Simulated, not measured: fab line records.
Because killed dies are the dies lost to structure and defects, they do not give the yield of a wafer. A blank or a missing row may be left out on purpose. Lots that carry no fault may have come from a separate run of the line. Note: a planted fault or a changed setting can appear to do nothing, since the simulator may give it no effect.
fab line records -- flow nandHarc -- part 1 of 2: steps 1 to 17 of 31
record: lots: 5, wafers: 15, lastDay: 24
route steps=1159 shown A_CHANNEL_FILL_D1@491 A_STAIRCASE@519
lots that met no fault: taken from a fault-free run of the same line
startH: hours from the record's opening day to when the first of the lot's shown wafers began -- waitH: time in hours since the lot's previous step -- " unchanged from the row above -- L1.1+2: a row that stands for several wafers -- - no value, or no start was given -- * or withheld: withheld -- < > ~ a bound
route shown NAME@n: names a module that has steps shown in the file, with the first one's number in the route -- usual: average and standard deviation across the fault-free wafers -- same: alike in all rows -- chamber/n: place in a boat -- sites: readings site by site -- _std_site: their standard deviation -- _edge_site: the outer-site mean with the inner-site mean subtracted -- radiusMm: for every site, how far away it sits from the centre of the wafer -- mask NAME#n: copy n -- behind: tool/chamber where the wafer was last shaped -- hold: cause of the lot's hold/its duration in hours/its outcome -- device: the n, p or np transistor that did not switch -- end of line: tests run on the same wafers once the route is complete -- step lacking rows: just its recipe -- killed: at the first sort, the dies lost to defects and structure; wafer yield is something else -- map: a wafer's dies, x killed, . not, _ none there
set.NAME: the setting as run; set.NAME@STEP: as run at that earlier step -- model.NAME: the simulator's own value behind a step, which no gauge read
lots seen at some steps along the route; tables by step, rows by wafer
services: the hour from which a tool's chamber was out of use, counted from the record's first day as startH (under 0 if before that day), plus the number of hours and why
== steps ==
step: NHARC_A_CHANNEL_FILL_D1_SRD_01
lot.wafer,tool,chamber,startH,waitH
L077.4+6+1,wetBench-04,"6,0,1",-,-
L079.1+4+3,wetBench-01,"5,1,2",-,-
L090.6+2+3,wetBench-01,"6,7,2",-,-
L094.1+6+5,wetBench-04,"1,2,6",-,-
L095.1+2+4,wetBench-01,"0,2,3",-,-
step: NHARC_A_CHANNEL_FILL_D1_ALD_02
recipe: targetThkA: 60, pulseTimeS: 10, aldCycles: 60, tempC: 300, material: SiO2
usual: heaterPowerW: 479/46, precursorPulseHeightRel: 1.000/0.02, susceptorTempC: 299.99/0.21
lot.wafer,tool,chamber,startH,waitH,heaterPowerW,precursorPulseHeightRel,susceptorTempC
L077.1,aldHk-02,2,193.93,-,502,1.021,299.62
L077.4,aldHk-02,3,193.93,-,424,1.040,300.32
L077.6,aldHk-02,2,193.93,-,502,0.983,299.52
L079.4,aldHk-02,1,208.28,-,439,1.032,300.10
L079.1,aldHk-02,2,208.28,-,488,0.965,300.15
L079.3,aldHk-02,0,208.28,-,510,0.964,299.88
L090.3,aldHk-03,3,290.97,-,580,0.996,299.92
L090.2,aldHk-03,0,290.97,-,453,1.002,299.95
L090.6,aldHk-03,3,290.97,-,586,0.984,299.74
L094.1,aldHk-03,3,298.33,-,599,0.983,-
L094.6,aldHk-03,3,298.33,-,589,1.007,-
L094.5,aldHk-03,0,298.33,-,460,0.990,-
L095.1,aldHk-03,3,319.24,-,584,1.013,299.87
L095.2,aldHk-03,0,319.24,-,452,0.980,300.11
L095.4,aldHk-03,1,319.24,-,458,1.033,300.03
step: NHARC_A_CHANNEL_FILL_D1_ALD_03
recipe: targetThkA: 60, pulseTimeS: 60, aldCycles: 58, tempC: 630, pressureTorr: 2, material: SiNx
usual: precursorPulseHeightRel: 1.001/0.02, susceptorTempC: 630.0/0.3
lot.wafer,tool,chamber,startH,waitH,precursorPulseHeightRel,susceptorTempC
L077.1,aldSinBatch-03,0,-,-,0.968,-
L077.4,aldSinBatch-03,0,-,-,1.010,-
L077.6,aldSinBatch-03,0,-,-,0.991,-
L079.1,aldSinBatch-03,0,-,-,1.018,630.4
L079.3,aldSinBatch-03,0,-,-,1.020,630.0
L079.4,aldSinBatch-03,0,-,-,1.022,630.8
L090.2,aldSinBatch-01,0,-,-,0.963,-
L090.3,aldSinBatch-01,0,-,-,0.984,-
L090.6,aldSinBatch-01,0,-,-,0.951,-
L094.1,aldSinBatch-03,0,-,-,0.997,629.7
L094.5,aldSinBatch-03,0,-,-,1.009,630.1
L094.6,aldSinBatch-03,0,-,-,1.024,630.0
L095.1,aldSinBatch-01,0,-,-,1.026,-
L095.2,aldSinBatch-01,0,-,-,1.009,-
L095.4,aldSinBatch-01,0,-,-,0.974,-
step: NHARC_A_CHANNEL_FILL_D1_ALD_14
recipe: targetThkA: 25, pulseTimeS: 10, aldCycles: 25, tempC: 300, material: SiO2
usual: heaterPowerW: 482/48, precursorPulseHeightRel: 1.001/0.019, susceptorTempC: 299.94/0.21
lot.wafer,tool,chamber,startH,waitH,heaterPowerW,precursorPulseHeightRel,susceptorTempC
L077.1,aldHk-03,1,202.97,2.1,446,1.010,299.82
L077.4,aldHk-03,0,202.97,2.1,451,1.017,300.15
L077.6,aldHk-03,1,202.97,2.1,470,0.998,299.33
L079.3,aldHk-02,2,215.40,0.1,503,0.975,-
L079.1,aldHk-02,3,215.40,0.1,412,0.993,-
L079.4,aldHk-02,0,215.40,0.1,505,1.050,-
L090.3,aldHk-03,3,298.17,0.3,579,0.991,300.05
L090.2,aldHk-03,0,298.17,0.3,461,0.996,300.12
L090.6,aldHk-03,1,298.17,0.3,480,1.065,299.69
L094.1,aldHk-02,1,305.37,0.0,422,1.001,-
L094.5,aldHk-02,1,305.37,0.0,434,0.979,-
L094.6,aldHk-02,2,305.37,0.0,512,0.997,-
L095.1,aldHk-04,0,326.22,0.0,486,0.977,299.65
L095.2,aldHk-04,1,326.22,0.0,410,1.017,300.29
L095.4,aldHk-04,3,326.22,0.0,451,1.030,300.21
step: NHARC_A_CHANNEL_FILL_D1_ALD_15
recipe: targetThkA: 20, pulseTimeS: 60, aldCycles: 19, tempC: 630, pressureTorr: 2, material: SiNx
usual: precursorPulseHeightRel: 1.003/0.019, susceptorTempC: 630.02/0.28
lot.wafer,tool,chamber,startH,waitH,precursorPulseHeightRel,susceptorTempC
L077.1,aldSinBatch-02,0,-,-,1.040,630.40
L077.4,aldSinBatch-02,0,-,-,1.014,630.63
L077.6,aldSinBatch-02,0,-,-,1.013,630.14
L079.1,aldSinBatch-02,0,-,-,1.007,-
L079.3,aldSinBatch-02,0,-,-,1.006,-
L079.4,aldSinBatch-02,0,-,-,0.994,-
L090.2,aldSinBatch-02,0,-,-,1.009,-
L090.3,aldSinBatch-02,0,-,-,1.024,-
L090.6,aldSinBatch-02,0,-,-,1.017,-
L094.1,aldSinBatch-01,0,-,-,0.977,-
L094.5,aldSinBatch-01,0,-,-,1.024,-
L094.6,aldSinBatch-01,0,-,-,1.024,-
L095.1,aldSinBatch-02,0,-,-,1.015,630.01
L095.2,aldSinBatch-02,0,-,-,1.028,630.20
L095.4,aldSinBatch-02,0,-,-,1.003,630.21
step: NHARC_A_CHANNEL_FILL_D1_ALD_16
recipe: targetThkA: 15, pulseTimeS: 10, aldCycles: 15, tempC: 300, material: SiO2
usual: heaterPowerW: 477/45, precursorPulseHeightRel: 1.002/0.019, susceptorTempC: 300.02/0.19
lot.wafer,tool,chamber,startH,waitH,heaterPowerW,precursorPulseHeightRel,susceptorTempC
L077.1,aldHk-04,1,208.17,0.0,425,0.990,300.18
L077.4,aldHk-04,2,208.17,0.0,481,0.995,300.45
L077.6,aldHk-04,2,208.17,0.0,475,0.977,300.09
L079.1,aldHk-03,0,223.98,3.5,453,1.010,299.97
L079.3,aldHk-03,2,223.98,3.5,511,0.987,300.14
L079.4,aldHk-03,3,223.98,3.5,574,0.995,299.83
L090.2,aldHk-04,3,303.07,0.1,455,0.966,300.41
L090.3,aldHk-04,1,303.07,0.1,416,1.012,299.95
L090.6,aldHk-04,3,303.07,0.1,469,1.002,300.32
L094.1,aldHk-04,3,310.55,0.1,458,0.995,300.41
L094.6,aldHk-04,2,310.55,0.1,477,1.025,300.11
L094.5,aldHk-04,3,310.55,0.1,453,1.010,300.41
L095.1,aldHk-02,2,331.63,0.2,500,0.972,300.22
L095.4,aldHk-02,0,331.63,0.2,486,0.980,300.03
L095.2,aldHk-02,1,331.63,0.2,426,0.994,299.87
step: NHARC_A_CHANNEL_FILL_D1_ANNEAL_17
recipe: tempC: 850, timeS: 1800
usual: spikeTcBottomC: 867.5/1.3, spikeTcLowerC: 850.4/1.4, spikeTcUpperC: 849.4/1.3, zonePowerTopPct: 31/5.6, zonePowerUpperPct: 14.4/0.67
lot.wafer,tool,chamber,startH,waitH,spikeTcBottomC,spikeTcLowerC,spikeTcUpperC,zonePowerTopPct,zonePowerUpperPct
L077.1,furnace-04,0,212.39,-,866.1,849.6,848.3,26,13.9
L077.4,furnace-04,0,212.39,-,867.4,849.1,848.5,26,14.1
L077.6,furnace-04,0,212.39,-,866.6,849.7,850.4,27,13.9
L079.1,furnace-01,0,227.14,-,869.5,851.9,847.9,37,14.7
L079.3,furnace-01,0,227.14,-,868.7,852.5,849.4,38,14.5
L079.4,furnace-01,0,227.14,-,870.2,851.1,848.0,38,14.7
L090.2,furnace-04,0,306.20,-,868.1,849.3,849.4,26,13.9
L090.3,furnace-04,0,306.20,-,866.1,850.5,850.3,26,13.7
L090.6,furnace-04,0,306.20,-,866.5,850.6,848.7,26,14.2
L094.1,furnace-01,0,315.69,-,868.1,851.1,849.2,38,14.8
L094.5,furnace-01,0,315.69,-,867.3,852.4,850.9,38,14.8
L094.6,furnace-01,0,315.69,-,868.8,850.8,848.0,38,14.5
L095.1,furnace-01,0,333.24,-,868.9,850.8,849.5,38,14.8
L095.2,furnace-01,0,333.24,-,867.6,850.9,847.8,38,14.8
L095.4,furnace-01,0,333.24,-,866.4,851.4,848.7,38,14.6
step: NHARC_A_CHANNEL_FILL_D1_CVD_18
recipe: targetThkA: 30, tempC: 550, material: poly-Si
usual: spikeTcBottomC: 571.8/1.9, spikeTcLowerC: 550.4/1, spikeTcUpperC: 550.2/1.1, zonePowerTopPct: 16.8/0.58, zonePowerUpperPct: 7.0/0.63
lot.wafer,tool,chamber,startH,waitH,spikeTcBottomC,spikeTcLowerC,spikeTcUpperC,zonePowerTopPct,zonePowerUpperPct
L077.1,lpcvdPoly-02,0,218.91,-,570.2,550.6,550.0,16.7,6.3
L077.4,lpcvdPoly-02,0,218.91,-,569.5,550.1,550.3,16.1,6.4
L077.6,lpcvdPoly-02,0,218.91,-,570.3,549.3,549.2,16.2,6.3
L079.1,lpcvdPoly-04,0,233.54,-,573.6,551.4,548.9,17.9,7.7
L079.3,lpcvdPoly-04,0,233.54,-,572.6,549.1,549.1,17.6,7.8
L079.4,lpcvdPoly-04,0,233.54,-,573.1,550.7,548.0,17.7,7.8
L090.2,lpcvdPoly-02,0,312.70,-,570.0,550.2,549.1,16.7,6.4
L090.3,lpcvdPoly-02,0,312.70,-,568.7,551.7,552.3,16.3,6.4
L090.6,lpcvdPoly-02,0,312.70,-,570.0,549.2,551.3,16.4,6.4
L094.1,lpcvdPoly-02,0,322.24,-,570.2,549.9,551.6,16.6,6.4
L094.5,lpcvdPoly-02,0,322.24,-,569.7,551.0,550.6,16.5,6.5
L094.6,lpcvdPoly-02,0,322.24,-,570.2,550.9,551.6,16.4,6.4
L095.1,lpcvdPoly-02,0,339.86,-,569.7,550.5,552.7,16.6,6.3
L095.2,lpcvdPoly-02,0,339.86,-,569.2,550.2,549.9,16.5,6.3
L095.4,lpcvdPoly-02,0,339.86,-,571.7,551.4,553.1,16.4,6.4
step: NHARC_A_CHANNEL_FILL_D1_ETCHBACK_19
recipe: targetDepthA: 50, timeS: 1.7, hbrFlowSccm: 150, cl2FlowSccm: 50, rfW: 400, icpW: 400, biasW: 100, chemistry: HBr/Cl2
usual: drypumpMotorCurrentA: 5.9/0.48, mfcCl2Sccm: 50.02/0.15, oesProductAu: 0.997/0.0095, rfFwdPowerW: 390.3/1.3, throttleValvePct: 26.405/0.0094
lot.wafer,tool,chamber,startH,waitH,drypumpMotorCurrentA,mfcCl2Sccm,oesProductAu,rfFwdPowerW,rfHoursCounterH,throttleValvePct
L077.4,rieSi-02,1,220.98,0.4,6.3,49.94,0.997,391.7,0,26.393
L077.1,rieSi-02,2,220.98,0.4,6.6,49.75,0.993,389.2,0,26.402
L077.6,rieSi-02,0,220.98,0.4,5.4,49.95,0.988,389.9,-,26.408
L079.1,rieSi-03,0,235.63,0.4,6.3,49.97,1.005,391.3,0.7,26.403
L079.4,rieSi-03,2,235.63,0.4,5.8,50.05,0.996,389.4,0.9,26.407
L079.3,rieSi-03,3,235.63,0.4,5.7,49.91,0.999,390.3,0.8,26.416
L090.2,rieSi-02,2,314.78,0.4,6.6,50.43,1.006,390.9,0.9,26.398
L090.3,rieSi-02,3,314.78,0.4,5.7,49.89,1.009,390.0,0.8,26.405
L090.6,rieSi-02,1,314.78,0.4,6.2,50.10,1.012,392.1,-,26.394
L094.1,rieSi-03,0,324.30,0.4,6.3,49.99,1.006,388.6,1.4,26.396
L094.6,rieSi-03,3,324.30,0.4,5.7,50.11,1.000,391.7,-,26.417
L094.5,rieSi-03,0,324.30,0.4,6.3,50.15,0.998,390.3,-,26.416
L095.1,rieSi-06,2,341.94,0.4,6.2,50.08,1.000,389.1,1.3,26.394
L095.4,rieSi-06,3,341.94,0.4,5.4,50.08,0.996,390.4,1.3,26.406
L095.2,rieSi-06,0,341.94,0.4,6.8,49.84,0.999,390.3,1.4,26.420
step: NHARC_A_CHANNEL_FILL_D1_ETCHBACK_20
recipe: targetDepthA: 270, timeS: 13.5, c4f8FlowSccm: withheld, o2FlowSccm: 8, arFlowSccm: withheld, rfW: 600, biasW: 1500, chemistry: C4F8/O2/Ar
usual: oesProductAu: 0.95/0.031, rfFwdPowerW: 586.7/2.4, rfVppV: 977/5.8
lot.wafer,tool,chamber,startH,waitH,oesProductAu,rfFwdPowerW,rfHoursCounterH,rfVppV
L077.1,rieDiel-06,2,221.10,-,0.92,584.9,5,969
L077.4,rieDiel-06,3,221.10,-,0.93,584.0,5,978
L077.6,rieDiel-06,0,221.10,-,0.96,587.1,-,989
L079.3,rieDiel-13,0,235.76,-,0.92,585.7,4,973
L079.4,rieDiel-13,2,235.76,-,0.93,585.0,3,970
L079.1,rieDiel-13,3,235.76,-,0.93,588.2,4,980
L090.2,rieDiel-02,1,314.90,-,0.92,587.9,30,976
L090.3,rieDiel-02,3,314.90,-,0.93,588.5,28,974
L090.6,rieDiel-02,0,314.90,-,0.92,589.3,-,981
L094.1,rieDiel-13,1,324.44,-,0.99,587.9,1,980
L094.6,rieDiel-13,2,324.44,-,1.00,587.1,-,971
L094.5,rieDiel-13,3,324.44,-,0.99,585.7,-,980
L095.2,rieDiel-13,3,342.06,-,0.98,584.9,1,981
L095.4,rieDiel-13,0,342.06,-,0.98,584.8,1,975
L095.1,rieDiel-13,1,342.06,-,0.99,590.9,1,980
step: NHARC_A_CHANNEL_FILL_D1_STRIP_28
recipe: timeS: 20, o2FlowSccm: 500, arFlowSccm: 0, biasW: 0, chemistry: O2
usual: drypumpMotorCurrentA: 5.9/0.47, oesProductAu: 0.996/0.0084, rfVppV: 57.7/0.93, showerheadPlenumPTorr: 3.50/0.14, throttleValvePct: 17.037/0.0093
lot.wafer,tool,chamber,startH,waitH,drypumpMotorCurrentA,oesProductAu,rfHoursCounterH,rfVppV,showerheadPlenumPTorr,throttleValvePct
L077.4,rieDiel-06,0,221.18,0.1,5.6,0.982,5,57.6,3.79,17.027
L077.1,rieDiel-06,3,221.18,0.1,6.6,1.008,5,56.8,3.51,17.043
L077.6,rieDiel-06,0,221.18,0.1,5.6,0.989,-,59.5,3.78,17.040
L079.3,rieDiel-13,0,235.85,0.1,6.1,0.984,4,58.6,3.40,17.047
L079.1,rieDiel-13,1,235.85,0.1,6.0,0.990,4,57.8,3.57,17.039
L079.4,rieDiel-13,2,235.85,0.1,5.9,1.013,3,57.1,3.35,17.044
L090.2,rieDiel-02,2,314.99,0.1,5.4,1.002,28,56.4,3.49,17.034
L090.3,rieDiel-02,3,314.99,0.1,5.7,0.993,28,56.5,3.42,17.034
L090.6,rieDiel-02,1,314.99,0.1,5.3,0.997,-,58.4,3.48,17.048
L094.1,rieDiel-13,1,324.51,0.1,6.0,1.005,1,58.1,3.57,17.023
L094.5,rieDiel-13,0,324.51,0.1,6.1,0.993,-,57.1,3.40,17.036
L094.6,rieDiel-13,1,324.51,0.1,6.0,0.997,-,58.5,3.57,17.033
L095.2,rieDiel-13,3,342.15,0.1,6.6,0.985,1,58.5,3.59,17.051
L095.4,rieDiel-13,0,342.15,0.1,6.1,0.984,1,55.7,3.40,17.035
L095.1,rieDiel-13,1,342.15,0.1,6.0,0.972,1,58.6,3.57,17.045
step: NHARC_A_CHANNEL_FILL_D1_PRECLEAN_21
recipe: timeS: 30, chemistry: dHF
lot.wafer,tool,chamber,startH,waitH
L077.4+6+1,wetBench-06,"6,0,3",221.27,-
L079.1+4+3,wetBench-04,"6,7,2",235.95,-
L090.3+2+6,wetBench-01,"1,2,4",315.09,-
L094.1+6+5,wetBench-06,"3,4,7",324.61,-
L095.1+2+4,wetBench-06,"2,3,4",342.24,-
step: NHARC_A_CHANNEL_FILL_D1_SRD_23
lot.wafer,tool,chamber,startH,waitH
L077.4+6+1,wetBench-06,"6,0,3",221.30,0.0
L079.1+4+3,wetBench-04,"6,7,2",235.98,0.0
L090.3+2+6,wetBench-01,"1,2,4",315.11,0.0
L094.1+6+5,wetBench-06,"3,4,7",324.63,0.0
L095.1+2+4,wetBench-06,"2,3,4",342.27,0.0
step: NHARC_A_CHANNEL_FILL_D1_CVD_05
recipe: targetThkA: 50, tempC: 550, material: poly-Si
usual: spikeTcBottomC: 572.3/1.9, spikeTcLowerC: 550.4/0.91, spikeTcUpperC: 550.2/1.2, zonePowerTopPct: 16.8/0.62, zonePowerUpperPct: 7.0/0.59
lot.wafer,tool,chamber,startH,waitH,spikeTcBottomC,spikeTcLowerC,spikeTcUpperC,zonePowerTopPct,zonePowerUpperPct
L077.1,lpcvdPoly-02,0,223.72,2.4,569.6,551.2,548.9,16.5,6.3
L077.4,lpcvdPoly-02,0,223.72,2.4,570.6,550.8,548.7,16.8,6.4
L077.6,lpcvdPoly-02,0,223.72,2.4,570.3,550.4,551.8,16.3,6.4
L079.1,lpcvdPoly-01,0,238.41,2.4,573.6,549.0,551.0,16.2,7.0
L079.3,lpcvdPoly-01,0,238.41,2.4,573.0,550.7,549.4,16.4,6.9
L079.4,lpcvdPoly-01,0,238.41,2.4,573.5,551.0,551.8,16.0,7.0
L090.2,lpcvdPoly-02,0,317.54,2.4,570.5,548.9,550.6,16.4,6.3
L090.3,lpcvdPoly-02,0,317.54,2.4,568.8,549.9,549.7,16.5,6.4
L090.6,lpcvdPoly-02,0,317.54,2.4,568.8,550.7,552.0,16.7,6.4
L094.1,lpcvdPoly-02,0,327.06,2.4,569.8,552.0,550.4,16.5,6.4
L094.5,lpcvdPoly-02,0,327.06,2.4,570.1,549.3,551.9,16.1,6.4
L094.6,lpcvdPoly-02,0,327.06,2.4,569.2,550.7,550.0,16.8,6.4
L095.1,lpcvdPoly-01,0,344.70,2.4,574.7,549.4,549.8,16.1,7.0
L095.2,lpcvdPoly-01,0,344.70,2.4,576.1,548.8,549.5,16.3,7.0
L095.4,lpcvdPoly-01,0,344.70,2.4,573.6,549.8,550.4,16.1,6.9
step: NHARC_A_CHANNEL_FILL_D1_ANNEAL_22
recipe: tempC: 620, timeS: 7200
usual: spikeTcBottomC: 640.0/1.3, spikeTcLowerC: 620.5/1.6, spikeTcUpperC: 619.0/1.2, zonePowerTopPct: 20/3.3, zonePowerUpperPct: 8.0/0.46
lot.wafer,tool,chamber,startH,waitH,spikeTcBottomC,spikeTcLowerC,spikeTcUpperC,zonePowerTopPct,zonePowerUpperPct
L077.1,furnace-04,0,229.09,3.5,641.9,619.4,618.0,16,7.5
L077.4,furnace-04,0,229.09,3.5,638.9,620.0,621.1,16,7.6
L077.6,furnace-04,0,229.09,3.5,637.3,619.5,619.5,17,7.6
L079.1,furnace-01,0,243.50,3.3,638.7,623.1,618.6,24,7.8
L079.3,furnace-01,0,243.50,3.3,639.8,621.5,620.0,24,7.9
L079.4,furnace-01,0,243.50,3.3,639.6,621.2,617.4,24,7.9
L090.2,furnace-06,0,323.65,4.2,640.1,619.3,621.2,18,8.8
L090.3,furnace-06,0,323.65,4.2,639.1,620.9,618.0,18,8.8
L090.6,furnace-06,0,323.65,4.2,638.9,618.8,618.6,19,8.8
L094.1,furnace-06,0,333.69,4.8,640.0,619.5,619.5,19,8.9
L094.5,furnace-06,0,333.69,4.8,639.2,619.3,620.6,18,8.8
L094.6,furnace-06,0,333.69,4.8,639.7,618.4,619.3,18,9.0
L095.1,furnace-01,0,349.79,3.3,641.4,622.0,618.1,24,7.9
L095.2,furnace-01,0,349.79,3.3,642.3,622.0,617.5,24,8.1
L095.4,furnace-01,0,349.79,3.3,641.6,622.3,620.0,24,8.1
step: NHARC_A_CHANNEL_FILL_D1_ALD_25
recipe: targetThkA: 600, pulseTimeS: 10, aldCycles: 600, tempC: 300, material: SiOx
usual: heaterPowerW: 475/45, precursorPulseHeightRel: 1.005/0.022, susceptorTempC: 300.00/0.2
lot.wafer,tool,chamber,startH,waitH,heaterPowerW,precursorPulseHeightRel,susceptorTempC
L077.4,aldHk-04,3,233.77,0.7,463,0.987,300.08
L077.1,aldHk-04,1,234.99,1.9,419,0.982,299.57
L077.6,aldHk-04,3,236.22,3.1,460,1.033,299.91
L079.3,aldHk-02,3,248.56,1.0,410,1.020,300.02
L079.4,aldHk-02,0,248.56,1.0,520,1.027,299.81
L079.1,aldHk-02,1,248.56,1.0,452,0.973,300.25
L090.3,aldHk-02,0,328.35,0.7,495,1.017,300.27
L090.2,aldHk-02,2,329.57,1.9,512,0.967,300.26
L090.6,aldHk-02,0,330.80,3.1,475,0.975,300.22
L094.1,aldHk-03,0,339.63,1.9,459,1.031,300.10
L094.5,aldHk-03,1,339.63,1.9,454,0.980,299.93
L094.6,aldHk-03,2,339.63,1.9,489,0.996,300.47
L095.1,aldHk-02,3,353.87,0.1,411,1.054,300.16
L095.2,aldHk-02,0,353.87,0.1,489,0.981,299.95
L095.4,aldHk-02,2,355.71,1.9,508,0.966,299.96
step: NHARC_A_CHANNEL_FILL_D1_ETCHBACK_08
recipe: targetDepthA: 2200, timeS: 110, c4f8FlowSccm: 20, arFlowSccm: withheld, rfW: 600, biasW: 300, chemistry: C4F8
usual: oesProductAu: 0.95/0.037, rfFwdPowerW: 596.0/1.9, rfVppV: 440.0/2.8
lot.wafer,tool,chamber,startH,waitH,oesProductAu,rfFwdPowerW,rfHoursCounterH,rfVppV
L077.1,rieDiel-13,3,-,-,0.92,595.8,4,441.7
L077.4,rieDiel-13,1,-,-,0.92,597.6,4,441.5
L077.6,rieDiel-13,2,-,-,0.93,597.3,-,436.5
L079.1,rieDiel-06,1,-,-,1.00,596.3,0,438.4
L079.3,rieDiel-06,3,-,-,0.98,592.0,0,440.2
L079.4,rieDiel-06,0,-,-,0.99,595.3,0,445.5
L090.2,rieDiel-06,2,-,-,0.99,596.7,3,435.7
L090.3,rieDiel-06,3,-,-,0.98,597.5,3,440.3
L090.6,rieDiel-06,1,-,-,0.99,598.5,-,436.2
L094.1,rieDiel-06,0,-,-,0.99,598.7,3,445.4
L094.5,rieDiel-06,1,-,-,1.01,597.7,-,438.9
L094.6,rieDiel-06,2,-,-,1.00,597.8,-,436.0
L095.1,rieDiel-13,3,-,-,0.91,593.3,2,442.6
L095.2,rieDiel-13,0,-,-,0.91,594.9,2,439.2
L095.4,rieDiel-13,1,-,-,0.92,598.4,2,442.6
